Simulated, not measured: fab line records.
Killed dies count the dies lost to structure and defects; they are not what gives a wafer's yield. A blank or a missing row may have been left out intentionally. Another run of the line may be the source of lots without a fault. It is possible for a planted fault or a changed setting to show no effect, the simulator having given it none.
Struck lot and sound lot, side by side -- flow nandHarc -- 28 steps out of a route of 1302
Sound: wafers L792.2, L792.3, L792.4. The struck wafers were L807.2, L807.5, L807.6. At the end, the cause is stated.
Per side, at each step with rows, come the tool, then ch with its chambers, and then its first start. Under that, the readings that differ: sound wafers -- struck wafers -- difference of the means -- sigmas: that difference in standard deviations of wafers without a fault.
alike: same words and numbers on both sides, and readings whose means sit less than 2 such deviations apart. not compared: any withheld reading, any reading some wafer has no value for, any bound like >300 that may hide the same value, and any number with overlapping values for which the record gives no deviation.
Wherever a step has rows on one side only, a row that says differs or no value, or a row with sigmas, the two part there. Non-overlapping numbers with no deviation appear without sigmas and do not part them. A reading missing from all wafers of one side parts the sides only when that side holds two or more wafers.

first, 1 step without rows for these wafers: NHARC_P_ZERO_WELL_HARDBAKE_53 (time 80 s).
NHARC_P_ZERO_WELL_DESCUM_54: chemistry O2, time 3 s.
  sound on rieDiel-13 ch 0,1,2, day 2 21:50; struck on rieDiel-04 ch 1,2,3, day 9 03:48
  alike: drypumpMotorCurrentA, oesProductAu, rfVppV, showerheadPlenumPTorr, throttleValvePct
  not compared: rfHoursCounterH
then, 5 steps without rows for these wafers: NHARC_P_ZERO_WELL_IMPLANT_55; NHARC_P_ZERO_WELL_IMPLANT_61; NHARC_P_ZERO_WELL_STRIP_56 (strips in SPM, time 840 s); NHARC_P_ZERO_WELL_PRECLEAN_68 (cleans in SC1, time 60 s); NHARC_P_ZERO_WELL_SRD_69.
NHARC_P_ZERO_WELL_RTA_42: time 300 s.
  sound on rtpAnneal-02 ch 0, day 2 22:55; struck on rtpAnneal-02 ch 0, day 9 04:52
  alike: lampPowerPct, wafer_temp_C_max
NHARC_P_ZERO_WELL_INSPECT_43:
  sound on defectInspect-01 at day 2 23:29; struck on defectInspect-02 at day 9 05:26
  alike: rawDefectCount
then, 3 steps without rows for these wafers: NHARC_P_STI_ETCH_26 (etches SiO2 in dHF, target depth 11 nm); NHARC_P_STI_PRECLEAN_27 (cleans in SC1); NHARC_P_STI_SRD_28.
NHARC_P_STI_OXIDE_29: material SiO2, target thk 10 nm, ox time 1362 s.
  sound on furnace-07 ch 0, day 3 04:34; struck on furnace-08 ch 0, day 9 09:23
  alike: spikeTcTopC
then, 10 steps without rows for these wafers: NHARC_P_STI_HM_DEP_30 (deposits Si3N4, target thk 80 nm, time 873 s); NHARC_P_STI_DEHYDRATE_01 (time 120 s); NHARC_P_STI_HMDS_02 (time 30 s); NHARC_P_STI_COAT_41 (time 65 s); NHARC_P_STI_COAT_03 (resist thk 600 nm); NHARC_P_STI_SOFTBAKE_04 (time 70 s); NHARC_P_STI_EBR_05; NHARC_P_STI_EXPOSE_06 (exposes mask P STI, target cd 200 nm); NHARC_P_STI_PEB_07 (peb time 80 s); NHARC_P_STI_DEVELOP_08 (time 50 s).
NHARC_P_STI_CD_MEAS_09: the cd target is 200 nm.
  sound on cdSem-01 ch 0, day 3 17:21; struck on cdSem-03 ch 0, day 9 20:40
  alike: cdNm
NHARC_P_STI_OVL_MEAS_10:
  sound on overlay-01 at day 3 17:26; struck on overlay-02 at day 9 20:46
reading,sound,struck,difference,sigmas
overlayYNm (nm),-9 -9 -9,13 14 14,+23,+3
  alike: overlayXNm
NHARC_P_STI_INSPECT_11:
  sound on defectInspect-01 at day 3 17:28; struck on defectInspect-01 at day 9 20:48
reading,sound,struck,difference,sigmas
rawDefectCount,6 5 7,345 345 351,+341,+99 or more
then, 1 step without rows for these wafers: NHARC_P_STI_HARDBAKE_13 (time 65 s).
-- jump in the record: it breaks off in module P_STI and resumes in module END (first step shown: number 1302 of the route), and 22 days separate the struck wafers' starts before and after --
NHARC_END_SORT_01:
  only the struck wafers appear in the record here, on prober-01 ch 0 at day 31 20:37; the sound ones have no rows

== WHERE THEY PART ==
Last at NHARC_END_SORT_01 as far as this record goes, first at NHARC_P_STI_OVL_MEAS_10.

WHY: the cause the simulator had injected
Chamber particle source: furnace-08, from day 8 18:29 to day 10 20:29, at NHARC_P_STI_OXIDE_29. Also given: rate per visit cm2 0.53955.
